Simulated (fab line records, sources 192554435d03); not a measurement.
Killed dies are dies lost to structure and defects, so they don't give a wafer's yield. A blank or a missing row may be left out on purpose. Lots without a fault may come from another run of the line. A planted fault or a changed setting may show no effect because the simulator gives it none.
Chamber matching | flow n5_finfet | N5_SDB_CMP_30 on cmp-03: 4 sister chambers
The step polishes, stops on poly-Si, t overpolish 1.54 s, target thk 30 nm. 4 wafers are shown with their chamber, then 7 later ones without.

WAFERS WITH THEIR CHAMBER
wafer  | chamber | motor_current_A (A)
L087.2 | 2       | 11.2
L087.4 | 1       | 12.2
L088.2 | 0       | 11.6
L088.5 | 3       | 12.5

WAFERS WITHOUT THEIR CHAMBER
wafer  | motor_current_A (A)
L088.6 | 11.1
L090.3 | 14.0
L090.5 | 11.5
L090.6 | 13.2
L095.4 | 11.6
L095.5 | 12.5
L095.6 | 12.9

WHICH CHAMBER EACH WENT THROUGH
wafer  | from the rows above               | in truth
L088.6 | can't be placed: 2 or 0 or 1      | 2
L090.3 | can't be placed: 3 or 1 or 0      | 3
L090.5 | can't be placed: 0 or 2 or 1 or 3 | 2
L090.6 | can't be placed: 3 or 1 or 0      | 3
L095.4 | can't be placed: 0 or 2 or 1 or 3 | 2
L095.5 | can't be placed: 3 or 1 or 0      | 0
L095.6 | can't be placed: 3 or 1 or 0      | 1
Placed correctly: 0 of 7. Can't be placed from these rows: 7 (the true chamber is among the candidates in 7). Placed wrongly: 0.
How it was worked out, from the rows above alone: a wafer's distance from a chamber is the root of the sum, over the readings, of the square of ((its reading less the chamber's mean) divided by the reading's scatter). The wafer belongs to the nearest chamber; if the next one is less than 2 further off, it can't be placed. A chamber's mean is the mean of its shown wafers. The scatter: with one shown wafer a chamber, the root of the mean of the squares of how far each hidden wafer lies from its nearest shown one.
